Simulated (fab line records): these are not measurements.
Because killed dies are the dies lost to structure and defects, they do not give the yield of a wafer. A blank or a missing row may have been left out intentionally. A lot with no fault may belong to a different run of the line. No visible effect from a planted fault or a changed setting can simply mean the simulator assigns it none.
Problem report in the 8D (eight disciplines) form, filled by code + flow n5Finfet + the parts of the form that need people (team, actions taken, sign-off) are left out

1. WHAT WENT WRONG
Wafers without a fault read 55.7 nm, standard deviation 0.94; trenchDepthNm at N5_BEOL_M4_OCD_MEAS_38 reads a mean of 70.7 nm on 2 wafers belonging to 2 lots. That is +16 standard deviations from the usual mean.
First observed at day 13 00:26: wafer L858.3, on ocd-02. The record holds 21 wafers of 7 lots with a number at this step. The rule behind "out" and "out of limits": a value lying over 4 standard deviations away from the usual mean. Any other wafer with a number is counted as sound.

2. WHAT IT IS; WHAT IT IS NOT
| question                    | is                | is not                                                                    |
|-----------------------------|-------------------|---------------------------------------------------------------------------|
| which readings at this step | trenchDepthNm     | -                                                                         |
| which lots                  | L858, L859        | L846, L849, L850, L857, L862                                              |
| which wafers of those lots  | L858.3, L859.1    | L858.4, L858.6, L859.2, L859.6                                            |
| read on which gauges        | ocd-01, ocd-02    | -                                                                         |
| when                        | from day 13 00:26 | up to then (14 sound wafers); but 5 sound wafers of L859, L862 came after |

3. WHAT RULES OUT EACH SUSPECT
Counting: a tool at a process step up to the reading stays a suspect if it ran every lot that is out. Sound lots after the first of them don't rule it out here, since some wafers of a struck lot are sound.
- ruled out: the gauge at N5_BEOL_M4_OCD_MEAS_38. The wafers that are out were read on 2 gauges (ocd-01, ocd-02).
- rieDiel-06 at N5_BEOL_M4_VIA_ETCH_34 (etches the open film in C4F6/O2, target depth 69.4 nm, time 65.9 s): kept. Every lot that is out went through it, the first being L858 (day 13 00:11); the last sound lot it ran before that was L850 (day 10 15:59).
- rieDiel-06 at N5_BEOL_M4_STRIP_36 (strips in N2/H2): kept. Every lot that is out went through it, the first being L858 (day 13 00:15); the last sound lot it ran before that was L850 (day 10 16:02).
- rieDiel-06 at N5_BEOL_M4_TRENCH_ETCH_37 (etches SiOC in C4F6/O2, target depth 55.555 nm, time 29.2 s): kept. Every lot that is out went through it, the first being L858 (day 13 00:17); the last sound lot it ran before that was L850 (day 10 16:05).
- rieDiel-06, N5_BEOL_M4_VIA_ETCH_34: wafers that are out in chamber 0, sound lot-mates in chambers 1, 2, 3.
- rieDiel-06, N5_BEOL_M4_STRIP_36: wafers that are out in chamber 0, sound lot-mates in chambers 1, 2, 3.
- rieDiel-06, N5_BEOL_M4_TRENCH_ETCH_37: wafers that are out in chamber 0, sound lot-mates in chambers 1, 2, 3.
Still standing after the count: rieDiel-06 at N5_BEOL_M4_VIA_ETCH_34, rieDiel-06 at N5_BEOL_M4_STRIP_36, rieDiel-06 at N5_BEOL_M4_TRENCH_ETCH_37.

4. THE CAUSE (what the simulator had put in)
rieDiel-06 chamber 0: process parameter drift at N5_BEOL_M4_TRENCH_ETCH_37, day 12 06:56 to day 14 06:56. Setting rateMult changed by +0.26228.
This tool is one of the 3 suspects left after counting.

5. THE EFFECT CHAIN, in route order
Each row: a reading whose mean over the struck wafers that have a number lies more than 3 standard deviations from the usual. Only readings whose record carries a usual standard deviation are examined. hours: median over the lots of the time between each lot's start at the first step of this table that gives one and its start at this step. sigmas: the change, counted in usual standard deviations.
| hours | step                   | reading          | usual        | on struck wafers | change | sigmas |
|-------|------------------------|------------------|--------------|------------------|--------|--------|
| 0     | N5_BEOL_M4_OCD_MEAS_38 | trenchDepthNm    | 55.7 nm      | 70.7             | +15.0  | +16    |
| 4     | N5_BEOL_M4_THK_MEAS_53 | M4_THK           | 41.0 nm      | 55.7             | +14.7  | +12    |
| 4     | N5_BEOL_M4_RS_MEAS_58  | M4_RS            | 0.666 ohm/sq | 0.450            | -0.216 | -8.6   |
| 4     | N5_BEOL_M4_RC_MEAS_101 | SERP_M4          | 199 ohm/um   | 132              | -66    | -5.1   |
| 4     | N5_BEOL_M4_RC_MEAS_101 | SERP_M4_max_site | 211 ohm/um   | 143              | -68    | -4.5   |

6. WHAT WOULD HAVE CAUGHT IT SOONER
Counted from the fault's start at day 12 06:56, it took 18 hours until the first out-of-limits reading at a measuring or inspecting step in this record, taken at day 13 00:26.
No tool reading at N5_BEOL_M4_TRENCH_ETCH_37 that has a usual standard deviation in the record was out on any struck wafer, so an alarm limit of 4 standard deviations on those readings would not have fired.
Of the lots that are out (2), L859 began N5_BEOL_M4_TRENCH_ETCH_37 on rieDiel-06 after day 13 00:26. A hold on the tool at that time would have spared it.
